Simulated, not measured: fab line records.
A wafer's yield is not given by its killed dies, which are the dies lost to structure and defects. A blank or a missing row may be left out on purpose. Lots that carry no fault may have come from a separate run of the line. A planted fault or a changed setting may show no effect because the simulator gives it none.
fab line records + flow n5Finfet
[record]
- lots = 5
- wafers = 13
- lastDay = 18
route steps=1938 shown DUMMY_GATE@248 SPACER0@258 SD_EPI_N@262 PASSIVATION@1936
lots with no fault: from the same line, run without faults
startH: hours from the record's opening day to when the first of the lot's shown wafers began + waitH: hours since the lot's step before + " repeats the value in the row above + L1.1+2: one row covering several wafers at once + - either no value or no given start + * or withheld: withheld + < > ~ a bound
route shown NAME@n: NAME is a module with steps in the file, n the number in the route of the first one + usual: mean/standard deviation taken from wafers without a fault + same: alike in all rows + chamber/n: place in a boat + sites: per-site readings + _std_site: standard deviation of those values + _edge_site: outer sites' mean less inner sites' + radiusMm: how far each site lies from the wafer's centre + mask NAME#n: copy n + behind: the last tool/chamber to shape the wafer + hold: why the lot was held/for how many hours/how that ended + device: which transistor (n, p or np) failed to switch + end of line: the same wafers' tests at the end of the route + a step without rows: its recipe alone + killed: dies lost to structure and defects at the first sort, not the wafer's yield + map: dies across one wafer; x = killed, . = not, _ = none there
set.NAME: setting as actually run; set.NAME@STEP: the setting as run at that earlier step + model.NAME: the simulator's own value behind a step, which no gauge read
certain route steps with their lots: each step a table, each wafer a row
services: the hour from which a tool's chamber was out of use, counted from the record's first day as startH (under 0 if before that day), plus the number of hours and why
[[steps]]
[step N5_DUMMY_GATE_ETCH_44]
[recipe]
- chemistry = HBr/O2
- overEtchFrac = 0.7
- targetDepthA = 1275
- stopOn = SiO2
- ionEnergyEv = 60
- biasW = 20
- target = poly-Si
- maskMaterial = SiO2
- pressureMtorr = 20
- icpW = 400
- HBr_flow_sccm = 120
- O2_flow_sccm = 10
[step N5_DUMMY_GATE_ETCH_42]
[recipe]
- chemistry = CHF3/O2
- target = SiO2
- targetDepthA = 35
- timeS = 31
- ionEnergyEv = 30
- biasW = 12
- pressureMtorr = 30
- sourceW = 600
- Ar_flow_sccm = 200
- CHF3_flow_sccm = 50
- O2_flow_sccm = 5
[step N5_DUMMY_GATE_STRIP_48]
[recipe]
- chemistry = N2/H2
- timeS = 20
- powerW = 100
- tempC = 40
- pressureMtorr = 100
- rfFrequencyHz = 6e+07
- biasPowerW = 3
- n2FlowSccm = 300
- h2FlowSccm = 300
[step N5_DUMMY_GATE_PRECLEAN_33]
[recipe]
- chemistry = dHF
- timeS = 10
- dilution = 750:1
- tempC = 25
[step N5_DUMMY_GATE_PRECLEAN_25]
[recipe]
- chemistry = O3/DIW
- timeS = 45
- tempC = 22
- o3Ppm = 10
[step N5_DUMMY_GATE_PRECLEAN_51]
[recipe]
- chemistry = SC2
- timeS = 45
- tempC = 35
- mix = 1:1:50
[step N5_DUMMY_GATE_SRD_26]
[recipe]
- dry = ipaMarangoni
- timeS = 30
- tempC = 23
- rinseLiquid = diw
[step N5_DUMMY_GATE_UV_OZONE_45]
[recipe]
- timeS = 120
- pressureTorr = 760
- tempC = 25
[step N5_SPACER0_ALD_07]
[recipe]
- material = SiNx
- targetThkA = 20
- tempC = 400
- aldPrecursorFamily = SiH2I2
- aldCoReactant = N2/H2-plasma
- pressureTorr = 2
[step N5_SPACER0_ALD_00]
[recipe]
- material = SiOCN
- targetThkA = 35
- tempC = 400
- aldPrecursorFamily = alkyl-aminosilane
- aldCoReactant = O2/N2-plasma
- pulseTimeS = 3
- purgeTimeS = 2
- coReactantPurgeTimeS = 2
- aldCycles = 58
- pressureTorr = 2
[step N5_SPACER0_ALD_08]
[recipe]
- material = SiNx
- targetThkA = 20
- tempC = 400
- aldPrecursorFamily = SiH2I2
- aldCoReactant = N2/H2-plasma
- pressureTorr = 2
[usual]
- heaterPowerW = 832/100
| lot.wafer | tool      | chamber | startH | waitH | heaterPowerW | sinceWetCleanH | model.SiNx_of_SPACER0_ALD_08.thkNm |
|-----------|-----------|---------|--------|-------|--------------|----------------|------------------------------------|
| L974.1    | aldSin-03 | 1       | 95.64  | 0.1   | 637          | 193            | 2                                  |
| L974.3    | "         | 3       | "      | "     | 912          | 193            | 2                                  |
| L974.6    | "         | 1       | "      | "     | 630          | -              | 2                                  |
| L975.1    | aldSin-03 | 2       | 103.13 | 0.1   | 930          | 201            | 2                                  |
| L975.2    | "         | 0       | "      | "     | 799          | 201            | 2.6                                |
| L975.4    | "         | 1       | "      | "     | 616          | 201            | 2                                  |
| L977.5    | aldSin-03 | 0       | 116.85 | 0.1   | 776          | -              | 2.6                                |
| L977.6    | "         | 1       | "      | "     | 614          | -              | 2                                  |
| L978.3    | aldSin-03 | 1       | 120.35 | 0.1   | 634          | 218            | 2                                  |
| L978.5    | "         | 3       | "      | "     | 922          | -              | 2.6                                |
| L989.1    | aldSin-01 | 0       | 189.01 | 0.1   | 808          | 181            | 2                                  |
| L989.4    | "         | 3       | "      | "     | 1035         | 181            | 2                                  |
| L989.5    | "         | 3       | "      | "     | 1005         | -              | 2                                  |
[step N5_SD_EPI_N_COAT_32]
[recipe]
- resist = SOC
- tempC = 250
- timeS = 60
- spinRpm = 1500
- resistThkNm = 350
[step N5_SD_EPI_N_COAT_33]
[recipe]
- resist = SiARC
- tempC = 220
- timeS = 60
- spinRpm = 1500
- resistThkNm = 35
[step N5_SD_EPI_N_COAT_03]
[recipe]
- resist = CAR-ArF-block
- spinRpm = 1500
- resistThkNm = 150
[step N5_SD_EPI_N_EBR_05]
[recipe]
- solvent = PGMEA
- ebrWidthMm = 1.5
[step N5_SD_EPI_N_SOFTBAKE_04]
[recipe]
- tempC = 110
- timeS = 60
- resist = CAR-ArF-block
[step N5_SD_EPI_N_EXPOSE_06]
[recipe]
- maskId = SD_N_BLK
- na = 1.35
- sourceShape = conventional
- sigmaOuter = 0.8
- polarization = unpolarized
- targetCdNm = 120
- doseMj = 39.75
[step N5_SD_EPI_N_PEB_07]
[recipe]
- pebTempC = 110
- pebTimeS = 60
- resist = CAR-ArF-block
[step N5_SD_EPI_N_DEVELOP_08]
[recipe]
- developTimeS = 30
- developer = TMAH
- resist = CAR-ArF-block
- devTempC = 23
- rinseLiquid = diw
- dry = airSpin
[step N5_SD_EPI_N_DESCUM_14]
[recipe]
- chemistry = O2
- timeS = 7.9
- sourcePowerW = 50
- biasPowerW = 20
- pressureMtorr = 20
- rfFrequencyHz = 2.712e+07
- tempC = 40
- resist = CAR-ArF-block
- o2FlowSccm = 225
[step N5_SD_EPI_N_ETCH_34]
[recipe]
- chemistry = CF4
- target = SiARC
- targetDepthA = 455
- maskMaterial = CAR-ArF-block
- timeS = 75.8
- ionEnergyEv = 80
- pressureMtorr = 40
- sourceW = 545
- biasW = 36
- Ar_flow_sccm = 100
- cf4FlowSccm = 100
- ends = cleared
[step N5_SD_EPI_N_ETCH_35]
[recipe]
- chemistry = N2/H2
- target = SOC
- overetchA = 1080
- maskMaterial = SiARC
- tempC = 40
- ionEnergyEv = 100
- sourceW = 3000
- biasW = 133
- pressureMtorr = 20
- timeS = 486
- n2FlowSccm = 200
- h2FlowSccm = 200
[step N5_SD_EPI_N_STRIP_36]
[recipe]
- chemistry = N2/H2
- tempC = 40
- n2FlowSccm = 200
- h2FlowSccm = 200
- rfFrequencyHz = 6e+07
[step N5_SD_EPI_N_ETCHBACK_44]
[recipe]
- chemistry = CH3F/O2
- mode = anisotropicEtchback
- target = SiNx
- targetDepthA = 145
- stopOn = SiO2
- overEtchFrac = 0.3
- ionEnergyEv = 120
- pressureMtorr = 30
- sourceW = 395
- biasW = 73
- Ar_flow_sccm = 150
- CH3F_flow_sccm = 30
- O2_flow_sccm = 20
[step N5_SD_EPI_N_ETCH_45]
[recipe]
- chemistry = CH3F/O2
- target = SiOCN
- targetDepthA = 60
- maskMaterial = SOC
- ionEnergyEv = 60
- biasW = 29
- pressureMtorr = 15
- sourceW = 410
- Ar_flow_sccm = 150
- CH3F_flow_sccm = 30
- O2_flow_sccm = 20
[step N5_SD_EPI_N_ETCH_16]
[recipe]
- chemistry = CHF3/O2
- target = SiO2
- targetDepthA = 50
- maskMaterial = SOC
- pressureMtorr = 30
- sourceW = 650
- biasW = 170
- Ar_flow_sccm = 200
- CHF3_flow_sccm = 50
- O2_flow_sccm = 5
- ionEnergyEv = 200
[step N5_SD_EPI_N_STRIP_47]
[recipe]
- chemistry = CHF3/O2
- resist = SiARC
- rfFrequencyHz = 6e+07
[step N5_SD_EPI_N_SD_RECESS_17]
[recipe]
- chemistry = HBr/Cl2/O2
- targetDepthA = 410
- maskMaterial = SOC
- timeS = 23.7
- btTimeS = 3
- pressureMtorr = 10
- icpW = 800
- biasW = 112
- HBr_flow_sccm = 150
- Cl2_flow_sccm = 80
- O2_flow_sccm = 12
[step N5_SD_EPI_N_STRIP_38]
[recipe]
- chemistry = N2/H2
- powerW = 1000
- tempC = 250
- h2Frac = 0.65
- overashFraction = 0.3
- pressureMtorr = withheld
- n2FlowSccm = 1750
- h2FlowSccm = 3250
[step N5_SD_EPI_N_WET_ETCH_43]
[recipe]
- chemistry = dHF
- dilution = withheld
- timeS = 14
- target = SiO2
- targetDepthA = 15
- tempC = 25
| lot.wafer  | tool        | chamber | startH | waitH | model.SiNx_of_SPACER0_ALD_08.thkNm |
|------------|-------------|---------|--------|-------|------------------------------------|
| L974.1+3+6 | wetBench-05 | 0,2,1   | 97.15  | -     | 1.6                                |
| L975.1+4   | wetBench-03 | 0,4     | 104.64 | -     | 1.6                                |
| L975.2     | "           | 1       | "      | "     | 2.2                                |
| L977.5     | wetBench-05 | 0       | 118.36 | -     | 2.2                                |
| L977.6     | "           | 6       | "      | "     | 1.6                                |
| L978.3     | wetBench-03 | 1       | 121.86 | -     | 1.6                                |
| L978.5     | "           | 6       | "      | "     | 2.2                                |
| L989.1+4+5 | wetBench-04 | 2,0,7   | 190.53 | -     | 1.6                                |
[step N5_SD_EPI_N_STRIP_18]
[recipe]
- chemistry = SPM
- timeS = 750
- tempC = 130
- h2so4H2o2VolRatio = 4
[step N5_PASSIVATION_PROBE_49]
[usual]
- killed_at_M0_to_M3 = 35/11
- killed_at_M4_up = 14/5.4
- killedAtContacts = 13/6
- killedAtFrontEnd = 38/11
- killedAtOther = 3.4/2.6
- killedDies = 104/19
- killedOpen = 68/13
- killedShort = 34/8.5
[same]
- grossDies = 1180
- killedAtBackSide = 0
| lot.wafer | tool      | chamber | startH | waitH | killed_at_M0_to_M3 | killed_at_M4_up | killedAtContacts | killedAtFrontEnd | killedAtOther | killedDies | killedOpen | killedShort |
|-----------|-----------|---------|--------|-------|--------------------|-----------------|------------------|------------------|---------------|------------|------------|-------------|
| L974.1    | prober-01 | -       | 331.49 | 0.0   | 34                 | 12              | 18               | 41               | 1             | 106        | 67         | 30          |
| L974.3    | prober-01 | -       | 331.59 | 0.1   | 30                 | 22              | 19               | 27               | 0             | 98         | 77         | 20          |
| L974.6    | prober-01 | -       | 331.74 | 0.3   | 36                 | 15              | 13               | 42               | 3             | 109        | 72         | 37          |
// killed by level:class
L974.1 MOL_CONTACT_COAG:geometricParticle:open=15 BEOL_M2:geometricParticle:open=9 FIN_SAQP:geometricParticle:open=7 FIN_SAQP:geometricParticle:short=7 BEOL_M3:geometricParticle:open=7 BEOL_M1:geometricParticle:open=6 STI_FIN_REVEAL:geometricParticle:open=5 HKMG_FIN:areaEtch=5
L974.3 MOL_CONTACT_COAG:geometricParticle:open=16 BEOL_M3:geometricParticle:open=9 BEOL_M5:geometricParticle:open=8 BEOL_M2:geometricParticle:open=7 BEOL_M4:geometricParticle:open=6 DUMMY_GATE:geometricParticle:open=5 BEOL_M2:geometricParticle:short=5 GATE_CUT:geometricParticle:open=4
L974.6 FIN_SAQP:geometricParticle:open=17 MOL_CONTACT_COAG:geometricParticle:open=10 FIN_SAQP:geometricParticle:short=8 BEOL_M3:geometricParticle:short=8 BEOL_M2:geometricParticle:open=7 BEOL_M4:geometricParticle:open=7 BEOL_M5:geometricParticle:open=6 BEOL_M0_SAQP:geometricParticle:short=5
[[services]]
| tool      | chamber | startH | hours | kind   |
|-----------|---------|--------|-------|--------|
| aldSin-01 | -       | 89.32  | 6.1   | pm     |
| aldSin-01 | 3       | 111.29 | 1.9   | repair |
| aldSin-03 | 2       | 182.84 | 6.7   | repair |
[[key]]
firstSign none at tools or gauges
[modelEffect]
- step = N5_SPACER0_ALD_08
- value = SiNx_of_SPACER0_ALD_08.thkNm
- without = 2
- struck = 2.6
[modelEffect]
- step = N5_SD_EPI_N_WET_ETCH_43
- value = SiNx_of_SPACER0_ALD_08.thkNm
- without = 1.6
- struck = 2.2
metAt N5_SPACER0_ALD_08
struckWafers L975.2,L977.5,L978.5
testerLeftOut L975,L977,L978
onsetBetween 95.64 103.13
[fault]
- kind = processParameterDrift
- tool = aldSin-03
- chamber = -
- onsetH = 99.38
- steps = N5_SPACER0_ALD_08
- channel = targetThkA
- offset = *
- shape = step
- endH = 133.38
- scope = struckWafersOnly
- actsIn = *
- stated = *
// testerLeftOut: of these lots the tester's yield and bins aren't shown, on N5 and GAA mostly nor the transistor test; their killed dies are dies lost to structure and defects alone, not to doping, threshold or leakage, so they don't give the yield
